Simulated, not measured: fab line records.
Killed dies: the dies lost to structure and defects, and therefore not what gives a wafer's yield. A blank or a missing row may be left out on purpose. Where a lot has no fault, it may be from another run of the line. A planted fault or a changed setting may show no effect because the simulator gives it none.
Matching of chambers / flow n5 finfet / N5_MOL_CONTACT_COAG_ETCH_65 on rie diel-02 has 4 sister chambers
The step etches underlayer in N2/H2, target depth 13 nm, time 10.4 s. 20 wafers are shown with their chamber, then 10 later ones without.

## EACH WAFER AND ITS CHAMBER
wafer=L075.1; chamber=3; showerhead plenum p Torr (Torr)=2.61; drypump motor current A (A)=5.5; throttle valve pct (%)=18.23
wafer=L075.4; chamber=1; showerhead plenum p Torr (Torr)=2.52; drypump motor current A (A)=6.1; throttle valve pct (%)=17.67
wafer=L075.6; chamber=3; showerhead plenum p Torr (Torr)=2.61; drypump motor current A (A)=5.5; throttle valve pct (%)=18.22
wafer=L076.1; chamber=1; showerhead plenum p Torr (Torr)=2.52; drypump motor current A (A)=6.1; throttle valve pct (%)=17.69
wafer=L076.3; chamber=3; showerhead plenum p Torr (Torr)=2.61; drypump motor current A (A)=5.5; throttle valve pct (%)=18.24
wafer=L076.5; chamber=0; showerhead plenum p Torr (Torr)=2.47; drypump motor current A (A)=6.3; throttle valve pct (%)=17.72
wafer=L077.2; chamber=0; showerhead plenum p Torr (Torr)=2.47; drypump motor current A (A)=6.3; throttle valve pct (%)=17.71
wafer=L077.3; chamber=2; showerhead plenum p Torr (Torr)=2.65; drypump motor current A (A)=5.9; throttle valve pct (%)=17.83
wafer=L077.4; chamber=3; showerhead plenum p Torr (Torr)=2.61; drypump motor current A (A)=5.5; throttle valve pct (%)=18.23
wafer=L078.2; chamber=3; showerhead plenum p Torr (Torr)=2.61; drypump motor current A (A)=5.5; throttle valve pct (%)=18.24
wafer=L078.3; chamber=2; showerhead plenum p Torr (Torr)=2.65; drypump motor current A (A)=5.9; throttle valve pct (%)=17.84
wafer=L078.6; chamber=3; showerhead plenum p Torr (Torr)=2.61; drypump motor current A (A)=5.5; throttle valve pct (%)=18.24
wafer=L079.1; chamber=1; showerhead plenum p Torr (Torr)=2.52; drypump motor current A (A)=6.1; throttle valve pct (%)=17.68
wafer=L079.4; chamber=1; showerhead plenum p Torr (Torr)=2.52; drypump motor current A (A)=6.1; throttle valve pct (%)=17.68
wafer=L079.6; chamber=2; showerhead plenum p Torr (Torr)=2.65; drypump motor current A (A)=5.9; throttle valve pct (%)=17.85
wafer=L080.1; chamber=1; showerhead plenum p Torr (Torr)=2.52; drypump motor current A (A)=6.1; throttle valve pct (%)=17.70
wafer=L080.4; chamber=0; showerhead plenum p Torr (Torr)=2.46; drypump motor current A (A)=6.3; throttle valve pct (%)=17.73
wafer=L080.5; chamber=2; showerhead plenum p Torr (Torr)=2.64; drypump motor current A (A)=5.9; throttle valve pct (%)=17.85
wafer=L084.2; chamber=0; showerhead plenum p Torr (Torr)=2.46; drypump motor current A (A)=6.4; throttle valve pct (%)=17.75
wafer=L084.3; chamber=1; showerhead plenum p Torr (Torr)=2.52; drypump motor current A (A)=6.1; throttle valve pct (%)=17.70

SIGNATURES (averages over the wafers above)
reading=showerhead plenum p Torr; chamber 0=2.4650; chamber 1=2.5200; chamber 2=2.6475; chamber 3=2.6100; scatter within a chamber=0.00331
reading=drypump motor current A; chamber 0=6.325; chamber 1=6.100; chamber 2=5.900; chamber 3=5.500; scatter within a chamber=0.0217
reading=throttle valve pct; chamber 0=17.7275; chamber 1=17.6867; chamber 2=17.8425; chamber 3=18.2333; scatter within a chamber=0.0118
Rule: a wafer lies at a distance from a chamber equal to the root of the sum of squares, over the readings, of (its reading less the chamber's mean, divided by the reading's scatter). If the next closest chamber is less than 2 further off than the closest, the wafer can't be placed; otherwise it belongs to the closest. The scatter: take each reading less its chamber's mean, square it, sum over the shown wafers, divide by the number of wafers less the number of chambers, and take the root.

## WAFERS WHOSE CHAMBER IS MISSING
wafer=L084.5; showerhead plenum p Torr (Torr)=2.52; drypump motor current A (A)=6.1; throttle valve pct (%)=17.72
wafer=L085.3; showerhead plenum p Torr (Torr)=2.61; drypump motor current A (A)=5.5; throttle valve pct (%)=17.81
wafer=L085.4; showerhead plenum p Torr (Torr)=2.51; drypump motor current A (A)=6.1; throttle valve pct (%)=17.71
wafer=L085.5; showerhead plenum p Torr (Torr)=2.61; drypump motor current A (A)=5.5; throttle valve pct (%)=17.81
wafer=L091.1; showerhead plenum p Torr (Torr)=2.45; drypump motor current A (A)=6.3; throttle valve pct (%)=17.77
wafer=L091.2; showerhead plenum p Torr (Torr)=2.51; drypump motor current A (A)=6.1; throttle valve pct (%)=17.73
wafer=L091.4; showerhead plenum p Torr (Torr)=2.63; drypump motor current A (A)=5.9; throttle valve pct (%)=17.88
wafer=L092.1; showerhead plenum p Torr (Torr)=2.51; drypump motor current A (A)=6.1; throttle valve pct (%)=17.75
wafer=L092.2; showerhead plenum p Torr (Torr)=2.45; drypump motor current A (A)=6.4; throttle valve pct (%)=17.78
wafer=L092.4; showerhead plenum p Torr (Torr)=2.60; drypump motor current A (A)=5.5; throttle valve pct (%)=17.85

## WHICH CHAMBER EACH WENT THROUGH
wafer=L084.5; from the rows above=1; in truth=1
wafer=L085.3; from the rows above=2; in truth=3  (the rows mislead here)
wafer=L085.4; from the rows above=1; in truth=1
wafer=L085.5; from the rows above=2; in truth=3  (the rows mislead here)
wafer=L091.1; from the rows above=0; in truth=0
wafer=L091.2; from the rows above=1; in truth=1
wafer=L091.4; from the rows above=2; in truth=2
wafer=L092.1; from the rows above=1; in truth=1
wafer=L092.2; from the rows above=0; in truth=0
wafer=L092.4; from the rows above=2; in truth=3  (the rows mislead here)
Correct placement for 7 of the 10. Left unplaced by these rows: 0. Wrongly placed: 3.
